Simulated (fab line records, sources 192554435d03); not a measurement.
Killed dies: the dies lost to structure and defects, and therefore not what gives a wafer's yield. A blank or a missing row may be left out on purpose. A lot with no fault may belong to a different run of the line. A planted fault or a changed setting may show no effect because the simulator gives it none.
Which of the tools did it?	flow n5Finfet	Sampling: 24 lots, 72 wafers, 2 of 1938 route steps

== WHAT THE GAUGES SHOWED, per wafer ==
N5_BEOL_M5_CD_MEAS_35: target cd 28 nm, target cd y 24 nm.
lot	measured	on	cdNm (nm)
L074	day 8 18:24	cdSem-02	28.00 28.05 28.43
L075	day 9 08:05	cdSem-02	27.87 28.27 27.84
L076	day 9 15:21	cdSem-01	28.28 27.72 28.11
L077	day 9 15:30	cdSem-03	27.84 28.17 28.08
L078	day 9 22:57	cdSem-01	29.08 28.12 28.43
L079	day 9 23:20	cdSem-03	27.66 28.12 28.12
L080	day 10 04:19	cdSem-03	28.38 28.07 28.18
L081	day 10 13:17	cdSem-03	28.45 27.63 27.96
L083	day 11 00:05	cdSem-01	28.27 27.94 27.76
L082	day 11 02:48	cdSem-03	27.98 27.96 28.32
L084	day 11 20:19	cdSem-03	27.70 27.96 28.01
L085	day 12 01:30	cdSem-01	27.91 28.50 28.06
L086	day 12 01:37	cdSem-02	27.83 27.85 27.76
L087	day 12 07:14	cdSem-01	28.33 27.74 27.73
L089	day 12 08:39	cdSem-02	28.36 28.34 28.42
L088	day 12 13:43	cdSem-03	27.63 28.03 27.54
L090	day 12 22:31	cdSem-02	28.01 27.91 28.05
L092	day 13 01:49	cdSem-03	27.65 27.63 28.00
L091	day 13 05:13	cdSem-01	27.82 27.71 28.13
L094	day 13 20:51	cdSem-02	28.24 27.98 28.05
L095	day 14 04:20	cdSem-01	28.10 28.12 28.18
L093	day 14 04:26	cdSem-02	28.16 28.07 28.30
L096	day 14 11:54	cdSem-02	28.30 28.46 27.60
L097	day 14 13:11	cdSem-03	27.87 27.62 28.32

== WHICH TOOL RAN EACH LOT (tool, then ch and the chambers of the sampled wafers, then the start) ==
lot	N5_BEOL_M5_STRIP_91
L074	rieDiel-05 ch 0,1,3, day 8 18:24 or earlier
L075	rieDiel-06 ch 1,2,3, day 9 08:05 or earlier
L076	rieDiel-02 ch 0,1,3, day 9 15:21 or earlier
L077	rieDiel-05 ch 0,1,2, day 9 15:30 or earlier
L078	rieDiel-02 ch 0,2, day 9 22:57 or earlier
L079	rieDiel-02 ch 0,1,2, day 9 23:20 or earlier
L080	rieDiel-06 ch 0,1,3, day 10 04:19 or earlier
L081	rieDiel-06 ch 1,2,3, day 10 13:17 or earlier
L083	rieDiel-06 ch 0,1,3, day 11 00:05 or earlier
L082	rieDiel-05 ch 0,3, day 11 02:48 or earlier
L084	rieDiel-06 ch 1,2,3, day 11 20:19 or earlier
L085	rieDiel-06 ch 0,1,3, day 12 01:30 or earlier
L086	rieDiel-02 ch 0,1, day 12 01:37 or earlier
L087	rieDiel-05 ch 1,2,3, day 12 07:14 or earlier
L089	rieDiel-06 ch 0,1,2, day 12 08:39 or earlier
L088	rieDiel-06 ch 0,1,2, day 12 13:43 or earlier
L090	rieDiel-02 ch 1,2,3, day 12 22:31 or earlier
L092	rieDiel-05 ch 0,2,3, day 13 01:49 or earlier
L091	rieDiel-06 ch 1,3, day 13 05:13 or earlier
L094	rieDiel-02 ch 0,1,3, day 13 20:51 or earlier
L095	rieDiel-05 ch 1,3, day 14 04:20 or earlier
L093	rieDiel-06 ch 0,2, day 14 04:26 or earlier
L096	rieDiel-02 ch 2,3, day 14 11:54 or earlier
L097	rieDiel-05 ch 0,1,2, day 14 13:11 or earlier
- N5_BEOL_M5_STRIP_91: strips in N2/H2, time 10 s.

== WHAT THE TOOLS THEMSELVES READ (means of the sampled wafers that have a number; where no wafer has one, the mark that the record gives instead) ==
N5_BEOL_M5_STRIP_91.
lot	tool	drypumpMotorCurrentA (A)	h2FlowSccm (sccm)	oesProductAu (a.u.)	rfVppV (V)	showerheadPlenumPTorr (Torr)	throttleValvePct (%)
L074	rieDiel-05	5.7	200.3	0.85	58.4	2.50	23.7
L075	rieDiel-06	5.7	200.1	0.82	59.5	2.49	23.7
L076	rieDiel-02	5.7	199.5	0.74	59.4	2.60	23.8
L077	rieDiel-05	5.8	200.3	0.77	58.9	2.54	23.5
L078	rieDiel-02	5.4	200.4	0.72	59.6	2.55	23.5
L079	rieDiel-02	5.8	199.7	0.75	58.6	2.57	23.6
L080	rieDiel-06	5.7	200.5	0.84	58.9	2.57	23.7
L081	rieDiel-06	5.7	200.2	0.80	58.8	2.49	23.7
L083	rieDiel-06	5.7	200.2	0.83	59.9	2.56	23.7
L082	rieDiel-05	5.8	200.6	0.84	59.6	2.50	23.8
L084	rieDiel-06	5.7	200.0	0.79	60.0	2.48	23.7
L085	rieDiel-06	5.7	200.5	0.82	59.5	2.56	23.7
L086	rieDiel-02	5.7	199.5	0.89	59.2	2.62	23.6
L087	rieDiel-05	5.6	200.3	0.81	59.0	2.52	23.5
L089	rieDiel-06	5.8	200.4	0.74	59.1	2.47	24.0
L088	rieDiel-06	5.8	199.5	0.75	58.8	2.47	24.0
L090	rieDiel-02	5.8	200.0	0.74	59.9	2.54	23.8
L092	rieDiel-05	5.9	200.4	0.76	59.6	2.54	23.6
L091	rieDiel-06	5.5	199.1	0.85	59.2	2.57	23.4
L094	rieDiel-02	5.7	200.6	0.81	59.4	2.59	23.7
L095	rieDiel-05	5.4	200.2	0.85	59.7	2.48	23.7
L093	rieDiel-06	5.8	200.2	0.74	58.8	2.57	24.0
L096	rieDiel-02	5.5	200.7	0.73	59.1	2.46	23.5
L097	rieDiel-05	5.8	199.7	0.74	58.8	2.53	23.5

== THE ANSWER, worked out from the rows above alone ==
Rule: the lots themselves supply what counts as usual. Put in order of their means at a reading, lots are off if they are a third of the lots or fewer, leave a main group of 4 or more, and stand apart from it by a gap of 3 or more times the standard deviation of the main group's means; of several such gaps the widest counts. The tables above print the reading to a certain number of digits; a main group whose means all agree to those digits is not used. Also off: a lot with no number at a reading for which 4 or more lots have one. All remaining lots with rows at the step are treated as sound. Order of review: gauges by route order, followed by the tools' own readings, for which a lot's mean as printed above is used. At the first step where some lot is off, the reading lying furthest off is the one used; lots without a number count as furthest.
Across all readings shown, no lot is off: no conclusion can be drawn from this.

== WHAT THE SIMULATOR PUT IN ==
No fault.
